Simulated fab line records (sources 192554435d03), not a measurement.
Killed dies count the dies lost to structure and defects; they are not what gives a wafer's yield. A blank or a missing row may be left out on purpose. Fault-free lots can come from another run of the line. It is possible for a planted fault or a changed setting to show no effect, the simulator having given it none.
fab line records | flow n5Finfet
record lots=7 | wafers=21
route steps=1938 shown BEOL_M9@1428 BEOL_M10@1512 BEOL_M11@1539
startH: the number of hours between the record's first day and the start of the first shown wafer of the lot | waitH: hours elapsed since this lot's preceding step | " same as the row above | L1.1+2: a row that stands for several wafers | - no value, or no start given | * or withheld: withheld | < > ~ a bound
route shown NAME@n: NAME is a module with steps in the file, n the number in the route of the first one | usual: mean and standard deviation over wafers with no fault | same: alike in all rows | chamber/n: place in a boat | sites: each site's reading | _std_site: standard deviation of those values | _edge_site: inner sites' mean taken away from outer sites' mean | radiusMm: for every site, how far away it sits from the centre of the wafer | mask NAME#n: copy n | behind: tool/chamber where the wafer was last shaped | hold: why the lot went on hold/how many hours it stayed there/how the hold came to an end | device: the transistor (n, p or np) that didn't switch | end of line: tests run on the same wafers once the route is complete | a step given without rows: its recipe and nothing more | killed: count of dies lost to structure and defects at first sort (not the wafer's yield) | map: a wafer's dies, marking killed ones x, the rest . and places with no die _
set.NAME: the setting as run; set.NAME@STEP: as run at that earlier step | model.NAME: the simulator's own value behind a step, which no gauge read
lots run with intentionally changed settings; tables by step, rows by wafer
## steps
# step N5_BEOL_M9_COAT_22
# recipe resist=CAR-EUV | spinRpm=1500 | resistThkNm=30
lot.wafer  | tool          | chamber | startH | waitH | set.spinRpm | model.CAR-EUV_of_BEOL_M9_COAT_22.thkNm
L081.1+2   | lithoTrack-02 | 0       | -      | -     | 1500        | 30
L081.6     | "             | 0       | "      | "     | 1500        | 30.2
L083.1+2+4 | lithoTrack-05 | 0       | -      | -     | 1616        | 29
L088.1+5+6 | lithoTrack-02 | 0       | -      | -     | 1500        | 30.2
L090.2+4   | lithoTrack-02 | 0       | -      | -     | 1639        | 28.8
L090.3     | "             | 0       | "      | "     | 1500        | 30.2
L093.2     | lithoTrack-03 | 0       | -      | -     | 1500        | 30
L093.3     | "             | 0       | "      | "     | 1356        | 31.6
L093.4     | "             | 0       | "      | "     | 1356        | 31.8
L091.2     | lithoTrack-05 | 0       | -      | -     | 1500        | 30
L091.3+5   | "             | 0       | "      | "     | 1579        | 29.4
L092.3+4+6 | lithoTrack-05 | 0       | -      | -     | 1500        | 30
# step N5_BEOL_M9_EBR_24
# recipe solvent=PGMEA | ebrWidthMm=1.5
# step N5_BEOL_M9_SOFTBAKE_23
# recipe tempC=110 | timeS=60 | resist=CAR-EUV
# step N5_BEOL_M9_EXPOSE_25
# recipe maskId=V8 | na=0.33 | sourceShape=annular | sigmaInner=0.4 | sigmaOuter=0.8 | polarization=unpolarized | doseMj=37.25
# step N5_BEOL_M9_PEB_26
# recipe pebTempC=100 | pebTimeS=60 | resist=CAR-EUV
# step N5_BEOL_M9_DEVELOP_27
# recipe developTimeS=30 | developer=TMAH | resist=CAR-EUV | rinseLiquid=surfactantRinse | dry=airSpin | devTempC=23
lot.wafer  | tool          | chamber | startH | waitH | set.spinRpm@BEOL_M9_COAT_22 | model.CAR-EUV_of_BEOL_M9_COAT_22.thkNm
L081.1+2   | lithoTrack-03 | 0       | -      | -     | 1500                        | 29.6
L081.6     | "             | 0       | "      | "     | 1500                        | 29.8
L083.1+2   | lithoTrack-05 | 0       | -      | -     | 1616                        | 28.6
L083.4     | "             | 0       | "      | "     | 1616                        | 28.4
L088.1+5   | lithoTrack-02 | 0       | -      | -     | 1500                        | 29.6
L088.6     | "             | 0       | "      | "     | 1500                        | 29.8
L090.2     | lithoTrack-02 | 0       | -      | -     | 1639                        | 28.2
L090.3     | "             | 0       | "      | "     | 1500                        | 29.6
L090.4     | "             | 0       | "      | "     | 1639                        | 28.4
L093.2     | lithoTrack-03 | 0       | -      | -     | 1500                        | 29.6
L093.3+4   | "             | 0       | "      | "     | 1356                        | 31.2
L091.2     | lithoTrack-03 | 0       | -      | -     | 1500                        | 29.6
L091.3     | "             | 0       | "      | "     | 1579                        | 28.8
L091.5     | "             | 0       | "      | "     | 1579                        | 29
L092.3+4+6 | lithoTrack-05 | 0       | -      | -     | 1500                        | 29.6
# step N5_BEOL_M9_PRECLEAN_42
# recipe chemistry=residueRemover | timeS=60 | tempC=40
# step N5_BEOL_M9_SRD_43
# recipe timeS=30 | tempC=23 | rinseLiquid=diw | dry=ipaMarangoni
# step N5_BEOL_M9_CD_MEAS_35
# recipe targetCdNm=70 | targetCdYNm=40 | polarity=opening
# usual cdNm=70.1/0.47
lot.wafer | tool     | chamber | startH | waitH | set.doseMj@BEOL_M9_EXPOSE_08 | cdNm
L081.1    | cdSem-03 | -       | 250.08 | 0.0   | 53.75                        | 71.2
L081.2    | "        | -       | "      | "     | 53.75                        | 69.6
L081.6    | "        | -       | "      | "     | 57.01                        | 72.8
L083.1    | cdSem-01 | -       | 260.82 | 0.0   | 52.58                        | 68.9
L083.2    | "        | -       | "      | "     | 52.58                        | 68.8
L083.4    | "        | -       | "      | "     | 53.75                        | 70.4
L088.1    | cdSem-03 | -       | 298.73 | 0.0   | 51.09                        | 68.3
L088.5    | "        | -       | "      | "     | 53.75                        | 69.3
L088.6    | "        | -       | "      | "     | 51.09                        | 67.2
L090.2    | cdSem-01 | -       | 312.63 | 0.0   | 53.75                        | 70.2
L090.3    | "        | -       | "      | "     | 53.75                        | 69.5
L090.4    | "        | -       | "      | "     | 53.75                        | 69.7
L093.2    | cdSem-02 | -       | 318.54 | 0.0   | 53.75                        | 69.8
L093.3    | "        | -       | "      | "     | 53.75                        | 69.6
L093.4    | "        | -       | "      | "     | 56.81                        | 72.6
L091.2    | cdSem-03 | -       | 318.71 | 0.0   | 53.75                        | 70.3
L091.3    | "        | -       | "      | "     | 54.84                        | 72.1
L091.5    | "        | -       | "      | "     | 53.75                        | 70.2
L092.3    | cdSem-03 | -       | 323.91 | 0.0   | 53.75                        | 70.0
L092.4    | "        | -       | "      | "     | 53.75                        | 69.5
L092.6    | "        | -       | "      | "     | 53.75                        | 70.1
# step N5_BEOL_M10_TRENCH_ETCH_37
# recipe chemistry=C4F6/O2 | targetDepthA=1488.3 | target=SiCOH_lowk | timeS=48 | ionEnergyEv=250 | pressureMtorr=30 | sourceW=345 | biasW=185 | Ar_flow_sccm=300 | C4F6_flow_sccm=10 | O2_flow_sccm=10
lot.wafer | tool       | chamber | startH | waitH | set.timeS | model.etch.depthNm | model.BEOL_M10.featureDepthNm | model.TiN_of_BEOL_M10_HM_DEP_02.thkNm
L081.1    | rieDiel-03 | 0       | -      | -     | 48        | 150.4              | 150.4                         | 15.6
L081.2    | "          | 3       | "      | "     | 50.77     | 157.8              | 157.8                         | 15.4
L081.6    | "          | 1       | "      | "     | 50.77     | 159                | 159                           | 15.4
L083.1    | rieDiel-05 | 1       | -      | -     | 48        | 151.3              | 151.2                         | 15.6
L083.2    | "          | 0       | "      | "     | 48        | 149.8              | 149.8                         | 15.8
L083.4    | "          | 2       | "      | "     | 48        | 148.6              | 148.6                         | 15.6
L088.1    | rieDiel-03 | 3       | -      | -     | 45.18     | 138.7              | 138.8                         | 16.2
L088.5    | "          | 2       | "      | "     | 45.18     | 141                | 141                           | 16
L088.6    | "          | 1       | "      | "     | 48        | 148.8              | 148.8                         | 16
L090.2    | rieDiel-04 | 3       | -      | -     | 48        | 152.2              | 152.2                         | 15.6
L090.3    | "          | 0       | "      | "     | 48        | 152.9              | 152.8                         | 15.6
L090.4    | "          | 1       | "      | "     | 48        | 149.3              | 149.2                         | 15.8
L093.2    | rieDiel-04 | 2       | -      | -     | 57.39     | 177.5              | 177.6                         | 14.8
L093.3    | "          | 0       | "      | "     | 48        | 151.3              | 151.4                         | 15.4
L093.4    | "          | 1       | "      | "     | 57.39     | 177.8              | 177.8                         | 14.8
L091.2    | rieDiel-05 | 0       | -      | -     | 39.92     | 122.7              | 122.6                         | 16.4
L091.3    | "          | 2       | "      | "     | 48        | 149.2              | 149.2                         | 16
L091.5    | "          | 1       | "      | "     | 48        | 150.2              | 150.2                         | 15.8
L092.3    | rieDiel-04 | 0       | -      | -     | 48        | 150.7              | 150.8                         | 15.6
L092.4    | "          | 2       | "      | "     | 48        | 149.1              | 149.2                         | 15.4
L092.6    | "          | 3       | "      | "     | 48        | 150.2              | 150.2                         | 15.6
# step N5_BEOL_M10_ETCH_41
# recipe chemistry=CH3F/O2 | target=SiCN | targetDepthA=426 | taperDeg=2 | timeS=86 | ionEnergyEv=120 | maskMaterial=TiN | pressureMtorr=30 | sourceW=395 | biasW=75 | Ar_flow_sccm=150 | CH3F_flow_sccm=30 | O2_flow_sccm=20
# usual rfVppV=297.3/1.5
lot.wafer | tool       | chamber | startH | waitH | set.sourceW | rfVppV | model.etch.depthNm
L081.1    | rieDiel-03 | 0       | -      | -     | 356.9       | 307.6  | 31.7
L081.2    | "          | 3       | "      | "     | 395         | 297.4  | 32.57
L081.6    | "          | 1       | "      | "     | 395         | 296.8  | 32.53
L083.1    | rieDiel-05 | 1       | -      | -     | 345.8       | 310.4  | 31.15
L083.2    | "          | 0       | "      | "     | 395         | 296.5  | 32.32
L083.4    | "          | 2       | "      | "     | 395         | 296.7  | 32.21
L088.1    | rieDiel-03 | 3       | -      | -     | 395         | 296.4  | 32.32
L088.5    | "          | 2       | "      | "     | 395         | 299.1  | 32.55
L088.6    | "          | 1       | "      | "     | 395         | 295.6  | 32.55
L090.2    | rieDiel-04 | 3       | -      | -     | 422.4       | 293.4  | 33.9
L090.3    | "          | 0       | "      | "     | 422.4       | 290.9  | 34.16
L090.4    | "          | 1       | "      | "     | 395         | 298.9  | 32.4
L093.2    | rieDiel-04 | 2       | -      | -     | 395         | 296.1  | 32.41
L093.3    | "          | 0       | "      | "     | 340.6       | 312.0  | 31.28
L093.4    | "          | 1       | "      | "     | 395         | 295.7  | 32.58
L091.2    | rieDiel-05 | 0       | -      | -     | 463.5       | 280.4  | 34.3
L091.3    | "          | 2       | "      | "     | 395         | 297.5  | 32.69
L091.5    | "          | 1       | "      | "     | 395         | 297.1  | 32.83
L092.3    | rieDiel-04 | 0       | -      | -     | 395         | 297.9  | 33.24
L092.4    | "          | 2       | "      | "     | 395         | 295.6  | 32.9
L092.6    | "          | 3       | "      | "     | 395         | 299.2  | 33.17
# step N5_BEOL_M10_STRIP_77
# recipe chemistry=N2/H2 | timeS=10 | powerW=450 | tempC=40 | pressureMtorr=20 | rfFrequencyHz=6e+07 | biasPowerW=7 | n2FlowSccm=200 | h2FlowSccm=200
# step N5_BEOL_M10_OCD_MEAS_38
# usual trenchDepthNm=149.2/1.7
lot.wafer | tool   | chamber | startH | waitH | set.timeS@BEOL_M10_TRENCH_ETCH_37 | trenchDepthNm
L081.1    | ocd-01 | -       | 256.05 | -     | 48                                | 150.1
L081.2    | "      | -       | "      | "     | 50.77                             | 157.4
L081.6    | "      | -       | "      | "     | 50.77                             | 159.4
L083.1    | ocd-01 | -       | 270.23 | -     | 48                                | 151.3
L083.2    | "      | -       | "      | "     | 48                                | 150.1
L083.4    | "      | -       | "      | "     | 48                                | 148.7
L088.1    | ocd-01 | -       | 305.87 | -     | 45.18                             | 138.9
L088.5    | "      | -       | "      | "     | 45.18                             | 140.9
L088.6    | "      | -       | "      | "     | 48                                | 148.6
L090.2    | ocd-01 | -       | 320.88 | -     | 48                                | 152.7
L090.3    | "      | -       | "      | "     | 48                                | 152.9
L090.4    | "      | -       | "      | "     | 48                                | 149.4
L093.2    | ocd-02 | -       | 324.01 | -     | 57.39                             | 177.7
L093.3    | "      | -       | "      | "     | 48                                | 151.6
L093.4    | "      | -       | "      | "     | 57.39                             | 177.8
L091.2    | ocd-01 | -       | 325.08 | -     | 39.92                             | 123.0
L091.3    | "      | -       | "      | "     | 48                                | 149.0
L091.5    | "      | -       | "      | "     | 48                                | 149.9
L092.3    | ocd-02 | -       | 331.25 | -     | 48                                | 151.0
L092.4    | "      | -       | "      | "     | 48                                | 148.8
L092.6    | "      | -       | "      | "     | 48                                | 150.6
# step N5_BEOL_M10_HM_STRIP_39
# recipe chemistry=peroxideTinStrip | material=TiN | targetDepthA=250 | tempC=50 | timeS=158
# step N5_BEOL_M10_SRD_40
# recipe timeS=30 | tempC=23 | rinseLiquid=diw | dry=ipaMarangoni
# step N5_BEOL_M10_ECD_50
# recipe material=Cu | targetThkA=3180
# step N5_BEOL_M10_ANNEAL_51
# recipe tempC=225 | timeS=90 | ambient=N2
# step N5_BEOL_M10_CMP_52
# recipe stopOn=SiCOH_lowk | tOverpolishS=7 | downForcePsi=1 | platenRpm=50 | clearingPlatenDownForcePsi=1.5 | clearingPlatenRpm=50 | postCmpClean=cuAlkaline | targetThkNm=140 | clearingPlatenPadVelocityMS=0.99484 | padVelocityMS=0.99484
lot.wafer | tool   | chamber | startH | waitH | set.timeS@BEOL_M10_TRENCH_ETCH_37 | model.Cu_of_BEOL_M10_ECD_50.thkNm
L081.1    | cmp-04 | 0       | 259.04 | 0.3   | 48                                | 141.2
L081.2    | "      | 1       | "      | "     | 50.77                             | 148.2
L081.6    | "      | 3       | "      | "     | 50.77                             | 150.8
L083.4    | cmp-02 | 3       | 272.49 | 0.2   | 48                                | 139.4
L083.1    | "      | 0       | "      | "     | 48                                | 141.6
L083.2    | "      | 2       | "      | "     | 48                                | 140.4
L088.1    | cmp-01 | 2       | 308.64 | 0.4   | 45.18                             | 131.4
L088.6    | "      | 3       | "      | "     | 48                                | 142.2
L088.5    | "      | 0       | "      | "     | 45.18                             | 133
L090.4    | cmp-01 | 1       | 323.29 | 0.1   | 48                                | 140.4
L090.2+3  | "      | 3,0     | "      | "     | 48                                | 145.2
L093.2    | cmp-01 | 1       | 326.99 | 0.2   | 57.39                             | 169.6
L093.3    | "      | 2       | "      | "     | 48                                | 143
L093.4    | "      | 3       | "      | "     | 57.39                             | 170
L091.3    | cmp-01 | 1       | 327.57 | 0.2   | 48                                | 142
L091.2    | "      | 2       | "      | "     | 39.92                             | 115.4
L091.5    | "      | 0       | "      | "     | 48                                | 143.4
L092.4    | cmp-01 | 1       | 333.74 | 0.2   | 48                                | 141
L092.3    | "      | 2       | "      | "     | 48                                | 142.8
L092.6    | "      | 1       | "      | "     | 48                                | 143.4
# step N5_BEOL_M10_THK_MEAS_53
# recipe thkMeasGauge=xrf | reads=Cu_of_BEOL_M10_ECD_50
# usual M10_THK=140.6/2.2
lot.wafer | tool         | chamber | startH | waitH | set.timeS@BEOL_M10_TRENCH_ETCH_37 | M10_THK[nm]
L081.1    | filmMetro-01 | -       | 259.29 | -     | 48                                | 139.9
L081.2    | "            | -       | "      | "     | 50.77                             | 147.1
L081.6    | "            | -       | "      | "     | 50.77                             | 149.9
L083.1    | filmMetro-01 | -       | 272.78 | -     | 48                                | 141.2
L083.2    | "            | -       | "      | "     | 48                                | 140.3
L083.4    | "            | -       | "      | "     | 48                                | 138.8
L088.1    | filmMetro-02 | -       | 308.82 | -     | 45.18                             | 130.9
L088.5    | "            | -       | "      | "     | 45.18                             | 132.0
L088.6    | "            | -       | "      | "     | 48                                | 141.6
L090.2    | filmMetro-01 | -       | 323.58 | -     | 48                                | 144.3
L090.3    | "            | -       | "      | "     | 48                                | 144.4
L090.4    | "            | -       | "      | "     | 48                                | 140.0
L093.2    | filmMetro-02 | -       | 327.25 | -     | 57.39                             | 171.1
L093.3    | "            | -       | "      | "     | 48                                | 145.3
L093.4    | "            | -       | "      | "     | 57.39                             | 172.6
L091.2    | filmMetro-01 | -       | 327.79 | -     | 39.92                             | 114.9
L091.3    | "            | -       | "      | "     | 48                                | 141.0
L091.5    | "            | -       | "      | "     | 48                                | 142.5
L092.3    | filmMetro-01 | -       | 333.99 | -     | 48                                | 143.9
L092.4    | "            | -       | "      | "     | 48                                | 141.7
L092.6    | "            | -       | "      | "     | 48                                | 143.9
# step N5_BEOL_M10_PRE_CLEAN_55
# recipe gas=NH3 | timeS=15 | tempC=withheld | rfPowerW=300
# step N5_BEOL_M10_DEP_56
# recipe material=SiCN | targetThkA=150 | tempC=withheld | precursor=3MS/NH3 | pressureTorr=3 | rfW=202 | timeS=26.5
# step N5_BEOL_M10_RS_MEAS_57
# recipe thkMeasGauge=four-point-probe | reads=Cu_of_BEOL_M10_ECD_50+Co_of_BEOL_M10_CVD_75+TaN_of_BEOL_M10_ALD_74
# usual M10_RS=0.1498/0.0022
lot.wafer | tool         | chamber | startH | waitH | set.timeS@BEOL_M10_TRENCH_ETCH_37 | M10_RS[ohm/sq]
L081.1    | filmMetro-02 | -       | 259.43 | 0.1   | 48                                | 0.1494
L081.2    | "            | -       | "      | "     | 50.77                             | 0.1416
L081.6    | "            | -       | "      | "     | 50.77                             | 0.1388
L083.1    | filmMetro-01 | -       | 272.92 | 0.1   | 48                                | 0.1488
L083.2    | "            | -       | "      | "     | 48                                | 0.1504
L083.4    | "            | -       | "      | "     | 48                                | 0.1516
L088.1    | filmMetro-01 | -       | 308.95 | 0.1   | 45.18                             | 0.1618
L088.5    | "            | -       | "      | "     | 45.18                             | 0.1597
L088.6    | "            | -       | "      | "     | 48                                | 0.1484
L090.2    | filmMetro-01 | -       | 323.72 | 0.1   | 48                                | 0.1452
L090.3    | "            | -       | "      | "     | 48                                | 0.1452
L090.4    | "            | -       | "      | "     | 48                                | 0.1508
L093.2    | filmMetro-02 | -       | 327.38 | 0.1   | 57.39                             | 0.1222
L093.3    | "            | -       | "      | "     | 48                                | 0.1474
L093.4    | "            | -       | "      | "     | 57.39                             | 0.1218
L091.2    | filmMetro-01 | -       | 327.92 | 0.1   | 39.92                             | 0.1870
L091.3    | "            | -       | "      | "     | 48                                | 0.1486
L091.5    | "            | -       | "      | "     | 48                                | 0.1468
L092.3    | filmMetro-02 | -       | 334.13 | 0.1   | 48                                | 0.1473
L092.4    | "            | -       | "      | "     | 48                                | 0.1491
L092.6    | "            | -       | "      | "     | 48                                | 0.1468
# step N5_BEOL_M11_PECVD_70
# recipe material=SiO2 | targetThkA=200 | tempC=400 | precursor=TEOS/O2 | pressureTorr=5.5 | rfW=450 | teosFlowSccm=53.8 | gas=O2 | flowSccm=3000 | timeS=22.7
lot.wafer | tool     | chamber | startH | waitH | set.tempC | model.SiO2_of_BEOL_M11_PECVD_70.thkNm
L081.1    | pecvd-02 | 1       | 260.12 | 0.0   | 407.6     | 18.6
L081.2    | "        | 2       | "      | "     | 407.6     | 18.4
L081.6    | "        | 1       | "      | "     | 400       | 20.2
L083.1    | pecvd-04 | 0       | 273.61 | 0.0   | 405.3     | 19.2
L083.2    | "        | 1       | "      | "     | 400       | 19.4
L083.4    | "        | 1       | "      | "     | 400       | 20
L088.1    | pecvd-02 | 0       | 309.70 | 0.0   | 400       | 19.8
L088.5    | "        | 2       | "      | "     | 400       | 20
L088.6    | "        | 1       | "      | "     | 390.7     | 21.4
L090.2+3  | pecvd-02 | 0,2     | 324.42 | 0.0   | 412.5     | 18.4
L090.4    | "        | 2       | "      | "     | 400       | 20.6
L093.2    | pecvd-04 | 2       | 328.20 | 0.0   | 394.7     | 20.2
L093.3    | "        | 1       | "      | "     | 400       | 19.8
L093.4    | "        | 1       | "      | "     | 400       | 20
L091.2    | pecvd-02 | 1       | 328.68 | 0.0   | 400       | 19.6
L091.3    | "        | 2       | "      | "     | 400       | 19.8
L091.5    | "        | 1       | "      | "     | 400       | 20
L092.3    | pecvd-01 | 2       | 334.82 | 0.0   | 400       | 19.8
L092.4+6  | "        | 0,2     | "      | "     | 400       | 20.2
# step N5_BEOL_M11_HM_DEP_02
# recipe material=TiN | targetThkA=200 | tempC=25 | chamberPressurePa=0.49996
lot.wafer | tool          | chamber | startH | waitH | set.targetThkA | model.TiN_of_BEOL_M11_HM_DEP_02.thkNm
L081.1+2  | pvdSputter-03 | -       | 260.94 | 0.8   | 200            | 20
L081.6    | "             | -       | "      | "     | 185.7          | 18.4
L083.1    | pvdSputter-02 | -       | 275.51 | 1.9   | 200            | 19.6
L083.2+4  | "             | -       | "      | "     | 200            | 19.8
L088.1+6  | pvdSputter-02 | -       | 310.22 | 0.5   | 200            | 20.2
L088.5    | "             | -       | "      | "     | 218.8          | 22
L090.2+4  | pvdSputter-03 | -       | 325.34 | 0.9   | 200            | 20
L090.3    | "             | -       | "      | "     | 210.1          | 21.2
L093.2    | pvdSputter-03 | -       | 329.16 | 0.9   | 200            | 20.2
L093.3    | "             | -       | "      | "     | 200            | 20
L093.4    | "             | -       | "      | "     | 207.2          | 20.6
L091.2    | pvdSputter-03 | -       | 329.36 | 0.7   | 226.5          | 22.8
L091.3    | "             | -       | "      | "     | 226.5          | 23
L091.5    | "             | -       | "      | "     | 200            | 20
L092.3    | pvdSputter-02 | -       | 335.07 | 0.2   | 200            | 20
L092.4    | "             | -       | "      | "     | 200            | 19.8
L092.6    | "             | -       | "      | "     | 200            | 20.2
# step N5_BEOL_M11_COAT_59
# recipe resist=SOC | tempC=250 | timeS=60 | spinRpm=1500 | resistThkNm=100
# step N5_BEOL_M11_COAT_60
# recipe resist=SiARC | tempC=220 | timeS=60 | spinRpm=1500 | resistThkNm=30
# step N5_BEOL_M11_STRIP_68
# recipe chemistry=N2/H2 | tempC=40 | n2FlowSccm=200 | h2FlowSccm=200 | rfFrequencyHz=6e+07
# step N5_BEOL_M11_STRIP_67
# recipe chemistry=CF4 | resist=SiARC | powerW=300 | biasPowerW=75 | pressureMtorr=50 | cf4FlowSccm=150 | rfFrequencyHz=6e+07
# step N5_BEOL_M11_HM_OPEN_17
# recipe chemistry=Cl2/BCl3 | targetDepthA=200 | overetchA=60 | target=TiN | maskMaterial=SOC | ionEnergyEv=150 | pressureMtorr=10 | icpW=1000 | biasW=126 | Cl2_flow_sccm=53.25 | bcl3FlowSccm=21.75 | Ar_flow_sccm=25
lot.wafer | tool        | chamber | startH | waitH | set.targetThkA@BEOL_M11_HM_DEP_02 | model.etch.depthNm
L081.1    | rieMetal-01 | 1       | 261.67 | 0.0   | 200                               | 20.01
L081.2    | "           | 0       | "      | "     | 200                               | 19.99
L081.6    | "           | 0       | "      | "     | 185.7                             | 18.46
L083.1    | rieMetal-03 | 0       | 276.37 | 0.0   | 200                               | 19.64
L083.2    | "           | 1       | "      | "     | 200                               | 19.71
L083.4    | "           | 1       | "      | "     | 200                               | 19.84
L088.1    | rieMetal-02 | 1       | 311.03 | 0.0   | 200                               | 20.12
L088.5    | "           | 1       | "      | "     | 218.8                             | 21.93
L088.6    | "           | 0       | "      | "     | 200                               | 20.17
L090.2    | rieMetal-02 | 0       | 326.20 | 0.0   | 200                               | 20.02
L090.3    | "           | 0       | "      | "     | 210.1                             | 21.15
L090.4    | "           | 1       | "      | "     | 200                               | 20.01
L093.2    | rieMetal-02 | 0       | 330.85 | 0.0   | 200                               | 20.12
L093.3    | "           | 0       | "      | "     | 200                               | 19.91
L093.4    | "           | 1       | "      | "     | 207.2                             | 20.51
L091.2    | rieMetal-01 | 0       | 330.94 | 0.0   | 226.5                             | 22.8
L091.3    | "           | 1       | "      | "     | 226.5                             | 22.91
L091.5    | "           | 1       | "      | "     | 200                               | 20.09
L092.3    | rieMetal-01 | 1       | 335.96 | 0.1   | 200                               | 19.94
L092.4    | "           | 0       | "      | "     | 200                               | 19.87
L092.6    | "           | 0       | "      | "     | 200                               | 20.11
# step N5_BEOL_M11_STRIP_19
# recipe chemistry=O2 | powerW=400 | tempC=40 | pressureMtorr=30 | rfFrequencyHz=6e+07 | biasPowerW=0 | overashFraction=0.2 | o2FlowSccm=225
# step N5_BEOL_M11_STRIP_77
# recipe chemistry=N2/H2 | timeS=10 | powerW=450 | tempC=40 | pressureMtorr=20 | rfFrequencyHz=6e+07 | biasPowerW=7 | n2FlowSccm=200 | h2FlowSccm=200
# step N5_BEOL_M11_HM_STRIP_39
# recipe chemistry=peroxideTinStrip | material=TiN | targetDepthA=250 | tempC=50 | timeS=158
lot.wafer | tool        | chamber | startH | waitH | set.tempC@BEOL_M11_PECVD_70 | model.SiO2_of_BEOL_M11_PECVD_70.thkNm
L081.1    | wetBench-05 | 4       | 263.65 | 0.0   | 407.6                       | 18.4
L081.2    | "           | 1       | "      | "     | 407.6                       | 18.2
L081.6    | "           | 7       | "      | "     | 400                         | 20
L083.1    | wetBench-05 | 6       | 277.62 | 0.0   | 405.3                       | 19
L083.2    | "           | 0       | "      | "     | 400                         | 19.2
L083.4    | "           | 5       | "      | "     | 400                         | 19.8
L088.1+5  | wetBench-04 | 6,4     | 312.61 | 0.0   | 400                         | 19.8
L088.6    | "           | 5       | "      | "     | 390.7                       | 21.4
L090.2    | wetBench-04 | 5       | 330.38 | 0.0   | 412.5                       | 18.4
L090.3    | "           | 3       | "      | "     | 412.5                       | 18.2
L090.4    | "           | 2       | "      | "     | 400                         | 20.4
L091.2    | wetBench-01 | 2       | 333.27 | 0.0   | 400                         | 19.4
L091.3    | "           | 0       | "      | "     | 400                         | 19.6
L091.5    | "           | 6       | "      | "     | 400                         | 19.8
L093.2    | wetBench-01 | 5       | 333.73 | 0.0   | 394.7                       | 20
L093.3    | "           | 4       | "      | "     | 400                         | 19.8
L093.4    | "           | 7       | "      | "     | 400                         | 20
L092.3    | wetBench-04 | 7       | 337.25 | 0.0   | 400                         | 19.6
L092.4+6  | "           | 6,1     | "      | "     | 400                         | 20
## key
split step=N5_BEOL_M9_COAT_22 | setting=spinRpm | stated=1500 | by=wafer
response step=N5_BEOL_M9_COAT_22 | reading=model.CAR-EUV_of_BEOL_M9_COAT_22.thkNm | change=-0.158 | per=1% | r=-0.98
response step=N5_BEOL_M9_DEVELOP_27 | reading=model.CAR-EUV_of_BEOL_M9_COAT_22.thkNm | change=-0.151 | per=1% | r=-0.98
split step=N5_BEOL_M10_TRENCH_ETCH_37 | setting=timeS | stated=48 | by=wafer
response step=N5_BEOL_M10_TRENCH_ETCH_37 | reading=model.etch.depthNm | change=+1.46 | per=1% | r=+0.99
response step=N5_BEOL_M10_TRENCH_ETCH_37 | reading=model.BEOL_M10.featureDepthNm | change=+1.46 | per=1% | r=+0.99
response step=N5_BEOL_M10_TRENCH_ETCH_37 | reading=model.TiN_of_BEOL_M10_HM_DEP_02.thkNm | change=-0.0298 | per=1% | r=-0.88
response step=N5_BEOL_M10_OCD_MEAS_38 | reading=trenchDepthNm | change=+1.44 | per=1% | r=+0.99
response step=N5_BEOL_M10_CMP_52 | reading=model.Cu_of_BEOL_M10_ECD_50.thkNm | change=+1.49 | per=1% | r=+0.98
response step=N5_BEOL_M10_THK_MEAS_53 | reading=M10_THK | change=+1.47 | per=1% | r=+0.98
response step=N5_BEOL_M10_RS_MEAS_57 | reading=M10_RS | change=-0.00175 | per=1% | r=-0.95
split step=N5_BEOL_M10_ETCH_41 | setting=sourceW | stated=395 | by=wafer
response step=N5_BEOL_M10_ETCH_41 | reading=rfVppV | change=-1.06 | per=1% | r=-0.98
response step=N5_BEOL_M10_ETCH_41 | reading=model.etch.depthNm | change=+0.0975 | per=1% | r=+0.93
split step=N5_BEOL_M11_PECVD_70 | setting=tempC | stated=400 | by=wafer
response step=N5_BEOL_M11_PECVD_70 | reading=model.SiO2_of_BEOL_M11_PECVD_70.thkNm | change=-0.657 | per=1% | r=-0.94
response step=N5_BEOL_M11_HM_STRIP_39 | reading=model.SiO2_of_BEOL_M11_PECVD_70.thkNm | change=-0.642 | per=1% | r=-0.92
split step=N5_BEOL_M11_HM_DEP_02 | setting=targetThkA | stated=200 | by=wafer
response step=N5_BEOL_M11_HM_DEP_02 | reading=model.TiN_of_BEOL_M11_HM_DEP_02.thkNm | change=+0.211 | per=1% | r=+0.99
response step=N5_BEOL_M11_HM_OPEN_17 | reading=model.etch.depthNm | change=+0.204 | per=1% | r=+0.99
split outsideThisFile step=N5_BEOL_M9_EXPOSE_08 setting=doseMj
# split outsideThisFile: this setting was split too, and the file shows its column; the key of that split is in another file
